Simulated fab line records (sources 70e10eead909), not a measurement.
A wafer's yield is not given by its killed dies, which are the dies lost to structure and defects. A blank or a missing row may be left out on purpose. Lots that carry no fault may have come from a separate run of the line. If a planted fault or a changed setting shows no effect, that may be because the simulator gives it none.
What tool caused it? -- flow nandHarc -- Sampling: 11 lots, 33 wafers, 6 of 1302 route steps

== WHAT THE GAUGES SHOWED, per wafer ==
NHARC_P_GATE_CD_MEAS_91: target cd 2000 nm. Usual: cdNm at 1999.4 nm, with a standard deviation of 1.6.
lot,measured,on,cdNm (nm),flag
L787,day 6 23:05,cdSem-03,2002.0 2000.5 1999.6,
L792,day 9 00:38,cdSem-03,1965.1 1966.7 1965.1,OFF
L796,day 10 19:59,cdSem-01,1997.2 1998.1 1997.5,
L799,day 12 03:19,cdSem-02,1999.1 1999.0 1998.1,
L800,day 12 13:05,cdSem-02,1997.4 1996.2 1998.1,
L801,day 12 19:10,cdSem-02,2000.9 2001.5 2001.1,
L802,day 13 14:19,cdSem-03,2000.8 2001.2 2000.5,
L803,day 13 21:41,cdSem-01,1997.5 1996.8 1996.2,
L804,day 14 03:26,cdSem-02,2000.5 2001.0 1999.6,
L806,day 14 20:17,cdSem-03,2001.1 2000.9 2000.6,
L807,day 15 09:06,cdSem-01,2000.4 1999.8 2001.0,

NHARC_END_SORT_01. Usual: killedAtArray 51, standard deviation 16; killedAtOther 0.6, standard deviation 0.88; killedAtPeriphery 4.0, standard deviation 2.6; killedDies 55, standard deviation 16; killedOpen 3.5, standard deviation 1.9; killedShort 2.3, standard deviation 1.6.
lot,measured,on,killedAtArray,killedAtOther,killedAtPeriphery,killedDies,killedOpen,killedShort,flag
L787,day 25 01:38,prober-02,74 56 79,0 0 1,5 3 4,79 59 84,5 6 2,0 0 1,
L802,day 32 21:03,prober-01,54 56 66,1 0 2,3 2 3,58 58 71,3 5 3,0 0 5,

== TOOL THAT RAN EACH LOT (tool first, then ch and the chambers of the sampled wafers, then the start) ==
lot,NHARC_P_GATE_ETCHBACK_37,NHARC_P_GATE_STRIP_111,NHARC_P_GATE_EXPOSE_88,NHARC_P_GATE_DESCUM_93
L787,"rieDiel-02 ch 0,1,3, day 6 20:16 or earlier","plasmaAsher-02 ch 0,1, day 6 20:16","krfScanner-02 ch 0, day 6 22:56","rieDiel-11 ch 0,1,2, day 6 23:16"
L792,"rieDiel-02 ch 1,2,3, day 8 21:41 or earlier","plasmaAsher-01 ch 0,1, day 8 21:41","krfScanner-02 ch 0, day 9 00:29","rieDiel-02 ch 0,2, day 9 00:48"
L796,"rieDiel-06 ch 0,1,2, day 10 17:03 or earlier","plasmaAsher-01 ch 0,1, day 10 17:03","krfScanner-01 ch 0, day 10 19:50","rieDiel-06 ch 0,3, day 10 20:09"
L799,"rieDiel-02 ch 0,2, day 12 00:26 or earlier","plasmaAsher-01 ch 0,1, day 12 00:26","krfScanner-02 ch 0, day 12 03:10","rieDiel-11 ch 0,1, day 12 03:30"
L800,"rieDiel-02 ch 0,1, day 12 10:15 or earlier","plasmaAsher-02 ch 0,1, day 12 10:15","krfScanner-02 ch 0, day 12 12:55","rieDiel-02 ch 0,2,3, day 12 13:15"
L801,"rieDiel-06 ch 0,1,3, day 12 16:21 or earlier","plasmaAsher-02 ch 0,1, day 12 16:21","krfScanner-04 ch 0, day 12 19:00","rieDiel-11 ch 2,3, day 12 19:21"
L802,"rieDiel-02 ch 0,3, day 13 11:36 or earlier","plasmaAsher-02 ch 0,1, day 13 11:36","krfScanner-04 ch 0, day 13 14:10","rieDiel-11 ch 0,1,3, day 13 14:29"
L803,"rieDiel-02 ch 0,2,3, day 13 18:55 or earlier","plasmaAsher-02 ch 0,1, day 13 18:55","krfScanner-04 ch 0, day 13 21:32","rieDiel-02 ch 0,1,2, day 13 21:51"
L804,"rieDiel-11 ch 0,1, day 14 00:53 or earlier","plasmaAsher-01 ch 0,1, day 14 00:53","krfScanner-04 ch 0, day 14 03:17","rieDiel-02 ch 1,2,3, day 14 03:37"
L806,"rieDiel-02 ch 0,3, day 14 17:37 or earlier","plasmaAsher-02 ch 0, day 14 17:37","krfScanner-04 ch 0, day 14 20:07","rieDiel-02 ch 2,3, day 14 20:26"
L807,"rieDiel-06 ch 0,2,3, day 15 06:26 or earlier","plasmaAsher-02 ch 0,1, day 15 06:26","krfScanner-04 ch 0, day 15 08:57","rieDiel-11 ch 2,3, day 15 09:15"
- NHARC_P_GATE_ETCHBACK_37: etches the open film in CHF3/O2, target depth 34.5 nm, time 17.2 s.
- NHARC_P_GATE_STRIP_111: strips in N2/H2, time 250 s.
- NHARC_P_GATE_EXPOSE_88: exposes mask P HVN, target cd 2000 nm.
- NHARC_P_GATE_DESCUM_93: chemistry O2, time 3 s.

== WHAT THE TOOLS THEMSELVES READ (means of the sampled wafers that have a number; where no wafer has one, the mark that the record gives instead) ==
NHARC_P_GATE_ETCHBACK_37. Usual: drypumpMotorCurrentA 5.8 A, standard deviation 0.41; oesProductAu 0.936 a.u., standard deviation 0.024; rfVppV 369.7 V, standard deviation 1.6; showerheadPlenumPTorr 2.36 Torr, standard deviation 0.062; throttleValvePct 20.572 %, standard deviation 0.0083.
lot,tool,drypumpMotorCurrentA (A),oesProductAu (a.u.),rfVppV (V),showerheadPlenumPTorr (Torr),throttleValvePct (%),flag
L787,rieDiel-02,5.8,0.916,368.5,2.35,20.571,
L792,rieDiel-02,5.7,0.926,368.5,2.31,20.573,
L796,rieDiel-06,5.8,0.926,369.5,2.37,20.570,
L799,rieDiel-02,6.0,0.993,368.3,2.30,20.577,
L800,rieDiel-02,6.1,0.926,370.1,2.35,20.576,
L801,rieDiel-06,5.6,0.916,371.1,2.40,20.575,
L802,rieDiel-02,5.9,0.996,370.1,2.37,20.571,
L803,rieDiel-02,5.9,0.923,369.1,2.34,20.571,
L804,rieDiel-11,5.9,0.957,370.9,2.40,20.568,
L806,rieDiel-02,6.1,0.915,370.2,2.38,20.564,
L807,rieDiel-06,5.8,0.924,370.4,2.39,20.570,

NHARC_P_GATE_STRIP_111. Usual: drypumpMotorCurrentA 5.8 A, standard deviation 0.55; heaterPowerW 83 W, standard deviation 3.8.
lot,tool,drypumpMotorCurrentA (A),heaterPowerW (W),flag
L787,plasmaAsher-02,5.2,85,
L792,plasmaAsher-01,6.2,82,
L796,plasmaAsher-01,6.2,81,
L799,plasmaAsher-01,6.2,83,
L800,plasmaAsher-02,5.2,80,
L801,plasmaAsher-02,5.2,81,
L802,plasmaAsher-02,5.2,81,
L803,plasmaAsher-02,5.2,81,
L804,plasmaAsher-01,6.2,84,
L806,plasmaAsher-02,5.4,78,
L807,plasmaAsher-02,5.0,82,

NHARC_P_GATE_EXPOSE_88. Usual: reticleTempC at 23.00 C, with a standard deviation of 0.11.
lot,tool,reticleTempC (C),flag
L787,krfScanner-02,22.93,
L792,krfScanner-02,22.99,
L796,krfScanner-01,22.96,
L799,krfScanner-02,23.06,
L800,krfScanner-02,22.99,
L801,krfScanner-04,23.00,
L802,krfScanner-04,22.93,
L803,krfScanner-04,22.97,
L804,krfScanner-04,22.93,
L806,krfScanner-04,23.05,
L807,krfScanner-04,23.21,

NHARC_P_GATE_DESCUM_93. Usual: drypumpMotorCurrentA 5.8 A, standard deviation 0.51; oesProductAu 0.998 a.u., standard deviation 0.008; rfVppV 57.8 V, standard deviation 0.83; showerheadPlenumPTorr 1.90 Torr, standard deviation 0.061; throttleValvePct 11.311 %, standard deviation 0.0082.
lot,tool,drypumpMotorCurrentA (A),oesProductAu (a.u.),rfVppV (V),showerheadPlenumPTorr (Torr),throttleValvePct (%),flag
L787,rieDiel-11,6.1,0.998,58.1,1.92,11.317,
L792,rieDiel-02,6.1,0.987,57.8,1.87,11.310,
L796,rieDiel-06,5.6,0.994,57.9,1.93,11.319,
L799,rieDiel-11,6.2,1.006,57.6,1.96,11.302,
L800,rieDiel-02,5.9,0.993,58.6,1.86,11.311,
L801,rieDiel-11,5.2,1.000,57.3,1.92,11.314,
L802,rieDiel-11,5.6,1.003,58.3,1.94,11.303,
L803,rieDiel-02,5.9,1.001,57.4,1.83,11.308,
L804,rieDiel-02,5.7,1.000,57.4,1.83,11.309,
L806,rieDiel-02,5.7,0.993,57.6,1.86,11.300,
L807,rieDiel-11,5.6,0.999,58.2,1.91,11.308,

== THE ANSWER, worked out from the rows above alone ==
Rule: take the mean of a lot's wafers that have a number; if it is more than 3 standard deviations from the usual mean, the lot is off. A lot without any number at a reading at which 4 lots or more have one is off too. Where the step has rows for the other lots, those lots are counted as sound. First the gauges in route order, then the tools' own readings, where a lot's mean is used as printed above. At the first step where some lot is off, the reading lying furthest off is the one used; lots without a number count as furthest.
Off, at NHARC_P_GATE_CD_MEAS_91 on cdNm: L792.
A tool fits if, at a process step before that reading, it ran every lot that is off, and no sound lot after the first of them. Those tools and the gauges at NHARC_P_GATE_CD_MEAS_91 are tried in the same way. NHARC_P_GATE_ETCHBACK_37: start missing for some lots; hours and lot order therefore follow NHARC_P_GATE_STRIP_111. None of those tried fits.

== WHAT WAS PUT IN BY THE SIMULATOR ==
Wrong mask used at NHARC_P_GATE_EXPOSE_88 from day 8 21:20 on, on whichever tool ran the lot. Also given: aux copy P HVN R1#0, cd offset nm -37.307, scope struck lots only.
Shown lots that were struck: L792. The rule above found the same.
